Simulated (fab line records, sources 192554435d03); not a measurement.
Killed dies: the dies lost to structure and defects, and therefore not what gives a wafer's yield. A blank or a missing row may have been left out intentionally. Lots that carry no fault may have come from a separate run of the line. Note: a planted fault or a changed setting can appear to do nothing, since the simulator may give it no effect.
fab line records | flow n5-finfet | part 2 of 2: steps 26 to 32 of 32
record lots=5 wafers=15 last-day=17
route steps=1938 shown MOL_CONTACT_COAG@552
lots with no fault: from the same line, run without faults
start-h: the number of hours between the record's first day and the start of the first shown wafer of the lot | wait-h: hours elapsed since this lot's preceding step | " unchanged from the row above | L1.1+2: several wafers, shown together as one row | - either no value or no given start | * or withheld: withheld | < > ~ a bound
route shown NAME@n: a module of which the file shows steps, and the number in the route of the first | usual: average and standard deviation across the fault-free wafers | same: alike in all rows | chamber/n: place in a boat | sites: per-site readings | _std_site: standard deviation across them | _edge_site: inner sites' mean taken away from outer sites' mean | radius-mm: for every site, how far away it sits from the centre of the wafer | mask NAME#n: copy n | behind: the last tool/chamber to shape the wafer | hold: what put the lot on hold/how long, in hours/how the hold closed | device: whichever transistor did not switch (one of n, p or np) | end of line: at the end of the route, the tests of the same wafers | step lacking rows: just its recipe | killed: dies lost to structure and defects at the first sort, not the wafer's yield | map: the dies of a wafer, with x for killed, . for not killed, _ for no die there
set.NAME: the setting the step ran with; set.NAME@STEP: the setting that earlier step ran with | model.NAME: the simulator's own value behind a step, which no gauge read
lots at selected steps of the route; one table per step, one row per wafer
services: from which hour (start-h, from the record's first day; less than 0 if before it) a tool's chamber was out of use, for how many hours, and why
## steps
# step N5_MOL_CONTACT_COAG_ALD_131
# recipe material=SiO2 target-thk-a=50 temp-c=100 ald-precursor-family=BDEAS ald-co-reactant=O2-plasma pulse-time-s=1 co-reactant-pulse-time-s=1 purge-time-s=2 co-reactant-purge-time-s=2 ald-cycles=35 pressure-torr=2
# usual heater-power-w=76/6.4 precursor-pulse-height-rel=1.001/0.02
# columns lot.wafer tool chamber start-h wait-h heater-power-w precursor-pulse-height-rel
L074.3 ald-sin-01 2 98.30 0.1 67 0.986
L074.5 " 2 " " 65 1.019
L074.6 " 0 " " 72 0.998
L076.1 ald-sin-03 1 111.58 0.1 86 0.989
L076.4 " 2 " " 88 1.049
L076.6 " 0 " " 77 0.974
L088.1 ald-sin-01 0 184.38 0.2 70 0.948
L088.2 " 2 " " 67 1.019
L088.4 " 3 " " 70 1.008
L092.1 ald-sin-01 3 207.50 0.1 72 1.002
L092.2 " 1 " " 76 1.048
L092.3 " 2 " " 66 1.014
L096.2 ald-sin-02 0 232.86 0.2 77 1.026
L096.4 " 2 " " 74 0.995
L096.6 " 3 " " 76 1.007
# step N5_MOL_CONTACT_COAG_ETCHBACK_132
# recipe chemistry=CHF3 target=SiO2 target-depth-a=100 time-s=6.7 ion-energy-ev=200 pressure-mtorr=30 source-w=610 bias-w=170 Ar_flow_sccm=200 CHF3_flow_sccm=50
# usual drypump-motor-current-A=5.6/0.56 oes_ar_750_au=0.78/0.072 oes_f_703_au=0.79/0.076 oes-product-au=0.78/0.075 rf-vpp-V=524/13 showerhead-plenum-p-Torr=2.36/0.083 throttle-valve-pct=18.82/0.19
# columns lot.wafer tool chamber start-h wait-h drypump-motor-current-A oes_ar_750_au oes_f_703_au oes-product-au rf-hours-counter-h rf-vpp-V showerhead-plenum-p-Torr throttle-valve-pct
L074.3 rie-diel-05 2 98.48 0.1 6.5 0.81 0.82 0.83 98 544 2.39 18.55
L074.5 " 2 " " 6.5 0.82 0.82 0.83 - 544 2.39 18.54
L074.6 " 1 " " 6.1 0.76 0.79 0.76 - 508 2.26 18.95
L076.1 rie-diel-04 3 111.76 0.1 4.9 0.76 0.76 0.76 134 525 2.30 18.94
L076.4 " 2 " " 4.9 0.72 0.71 0.72 184 536 2.47 18.81
L076.6 " 0 " " 6.0 0.77 0.78 0.77 - 520 2.49 18.84
L088.1 rie-diel-05 2 184.64 0.2 6.5 0.78 0.79 0.80 129 545 2.37 18.60
L088.2 " 0 " " 5.7 0.73 0.72 0.72 184 530 2.35 19.01
L088.4 " 3 " " 5.4 0.77 0.78 0.76 168 533 2.37 18.75
L092.1 rie-diel-06 3 207.68 0.1 5.1 0.89 0.89 0.91 22 528 2.33 18.55
L092.2 " 2 " " 5.6 0.89 0.90 0.90 32 527 2.40 18.39
L092.3 " 1 " " 5.6 0.73 0.73 0.73 192 515 2.18 18.94
L096.2 rie-diel-05 2 233.05 0.1 6.5 0.77 0.77 0.78 147 544 2.37 18.63
L096.4 " 0 " " 5.7 0.72 0.71 0.72 202 530 2.34 19.04
L096.6 " 1 " " 6.1 0.72 0.75 0.72 - 506 2.24 19.02
# step N5_MOL_CONTACT_COAG_ETCH_91
# recipe chemistry=N2/H2 target=SOC target-depth-a=600 overetch-a=210 mask-material=SiARC temp-c=40 time-s=101.2 ion-energy-ev=200 pressure-mtorr=30 source-w=840 bias-w=150 n2-flow-sccm=200 h2-flow-sccm=200
# usual drypump-motor-current-A=5.7/0.55 oes-product-au=0.65/0.058 rf-vpp-V=523.5/2.6 showerhead-plenum-p-Torr=2.53/0.091 throttle-valve-pct=17.92/0.21
# columns lot.wafer tool chamber start-h wait-h drypump-motor-current-A oes-product-au rf-hours-counter-h rf-vpp-V showerhead-plenum-p-Torr throttle-valve-pct
L074.3 rie-diel-05 2 98.52 0.0 6.5 0.69 98 525.3 2.57 17.69
L074.5 " 2 " " 6.5 0.69 - 524.4 2.57 17.70
L074.6 " 1 " " 6.1 0.63 - 520.8 2.43 18.02
L076.1 rie-diel-04 3 111.79 0.0 4.9 0.62 134 521.1 2.45 18.06
L076.4 " 2 " " 4.9 0.61 184 527.3 2.63 17.83
L076.6 " 0 " " 6.0 0.65 - 526.6 2.68 18.08
L088.1 rie-diel-05 2 184.67 0.0 6.5 0.67 129 524.7 2.56 17.75
L088.2 " 0 " " 5.8 0.62 184 522.9 2.53 18.24
L088.4 " 3 " " 5.4 0.63 168 523.9 2.51 17.66
L092.1 rie-diel-06 3 207.71 0.0 5.1 0.75 22 521.9 2.49 17.69
L092.2 " 2 " " 5.6 0.74 32 526.0 2.57 17.43
L092.3 " 1 " " 5.6 0.60 192 517.3 2.31 17.92
L096.2 rie-diel-05 2 233.08 0.0 6.5 0.65 147 523.5 2.55 17.80
L096.4 " 0 " " 5.8 0.61 202 523.2 2.52 18.28
L096.6 " 1 " " 6.1 0.59 - 519.7 2.40 18.10
# step N5_MOL_CONTACT_COAG_STRIP_92
# recipe chemistry=N2/H2 temp-c=40 n2-flow-sccm=200 h2-flow-sccm=200 rf-frequency-hz=6e+07
# columns lot.wafer tool chamber start-h wait-h
L074.3+5+6 rie-diel-05 2,2,1 98.59 0.0
L076.1+4+6 rie-diel-04 3,2,0 111.86 0.0
L088.1+2+4 rie-diel-05 2,0,3 184.74 0.0
L092.1+2+3 rie-diel-06 3,2,1 207.78 0.0
L096.2+4+6 rie-diel-05 2,0,1 233.15 0.0
# step N5_MOL_CONTACT_COAG_STRIP_93
# recipe chemistry=N2/H2 temp-c=40 n2-flow-sccm=200 h2-flow-sccm=200 rf-frequency-hz=6e+07
# columns lot.wafer tool chamber start-h wait-h
L074.3+5+6 rie-diel-05 2,2,1 98.60 0.0
L076.1+4+6 rie-diel-04 3,2,0 111.87 0.0
L088.1+2+4 rie-diel-05 2,0,3 184.75 0.0
L092.1+2+3 rie-diel-06 3,2,1 207.79 0.0
L096.2+4+6 rie-diel-05 2,0,1 233.16 0.0
# step N5_MOL_CONTACT_COAG_ETCHBACK_135
# recipe chemistry=CHF3 target=SiO2 target-depth-a=250 time-s=16.7 ion-energy-ev=200 pressure-mtorr=30 source-w=610 bias-w=170 Ar_flow_sccm=200 CHF3_flow_sccm=50
# usual drypump-motor-current-A=5.6/0.55 oes_ar_750_au=0.78/0.073 oes_f_703_au=0.79/0.077 oes-product-au=0.78/0.076 rf-vpp-V=524/12 showerhead-plenum-p-Torr=2.36/0.083 throttle-valve-pct=18.81/0.18
# columns lot.wafer tool chamber start-h wait-h drypump-motor-current-A oes_ar_750_au oes_f_703_au oes-product-au rf-hours-counter-h rf-vpp-V showerhead-plenum-p-Torr throttle-valve-pct
L074.3 rie-diel-05 2 98.61 0.0 6.5 0.82 0.81 0.82 99 544 2.39 18.52
L074.5 " 2 " " 6.5 0.81 0.81 0.83 - 543 2.39 18.55
L074.6 " 1 " " 6.1 0.76 0.79 0.76 - 506 2.26 18.93
L076.1 rie-diel-04 3 111.88 0.0 4.9 0.75 0.76 0.75 134 525 2.30 18.93
L076.4 " 2 " " 4.9 0.72 0.71 0.71 184 535 2.47 18.80
L076.6 " 0 " " 6.0 0.78 0.77 0.77 - 518 2.49 18.84
L088.1 rie-diel-05 2 184.76 0.0 6.5 0.78 0.79 0.81 130 544 2.37 18.60
L088.2 " 0 " " 5.8 0.73 0.72 0.72 184 530 2.35 18.99
L088.4 " 3 " " 5.4 0.77 0.78 0.77 168 533 2.37 18.73
L092.1 rie-diel-06 3 207.80 0.0 5.1 0.89 0.89 0.90 22 527 2.33 18.55
L092.2 " 2 " " 5.6 0.89 0.90 0.89 32 526 2.40 18.38
L092.3 " 1 " " 5.6 0.72 0.73 0.72 192 515 2.18 18.96
L096.2 rie-diel-05 2 233.17 0.0 6.5 0.77 0.77 0.78 147 543 2.37 18.62
L096.4 " 0 " " 5.8 0.71 0.72 0.71 202 532 2.35 19.02
L096.6 " 1 " " 6.1 0.72 0.75 0.71 - 508 2.24 19.00
# step N5_MOL_CONTACT_COAG_STRIP_118
# recipe chemistry=CHF3 resist=SiARC rf-frequency-hz=6e+07
# columns lot.wafer tool chamber start-h wait-h
L074.3+5+6 rie-diel-05 2,2,1 98.63 0.0
L076.1+4+6 rie-diel-04 3,2,0 111.91 0.0
L088.1+2+4 rie-diel-05 2,0,3 184.79 0.0
L092.1+2+3 rie-diel-06 3,2,1 207.82 0.0
L096.2+4+6 rie-diel-05 2,0,1 233.19 0.0
## services
# columns tool chamber start-h hours kind
rie-diel-05 3 71.28 7.9 repair
ald-sin-01 1 73.24 10.1 repair
rie-diel-04 - 74.60 3.1 repair
rie-diel-06 0 82.55 4.1 repair
pecvd-03 - 85.89 2.8 pm
euv-scanner-01 - 86.46 1.9 repair
rie-diel-05 1 93.73 1.5 repair
euv-scanner-01 - 110.56 1.0 pm
euv-scanner-01 - 119.88 33.9 repair
cmp-03 - 122.31 4.0 pm
rie-diel-05 - 130.49 0.3 repair
cmp-03 - 137.84 5.7 pm
ald-sin-03 - 154.15 14.6 pm
cmp-03 - 157.44 0.8 repair
ald-sin-01 3 161.83 3.1 repair
rie-diel-04 0 167.03 32.6 repair
cmp-03 - 178.16 0.6 repair
wet-bench-01 - 189.71 35.6 repair
rie-diel-04 3 191.39 5.6 repair
cmp-03 - 192.81 6.1 repair
ald-sin-03 0 199.02 5.4 repair
rie-diel-05 - 219.24 0.6 repair
ald-sin-01 - 221.64 1.3 repair
rie-diel-06 - 226.50 4.3 pm
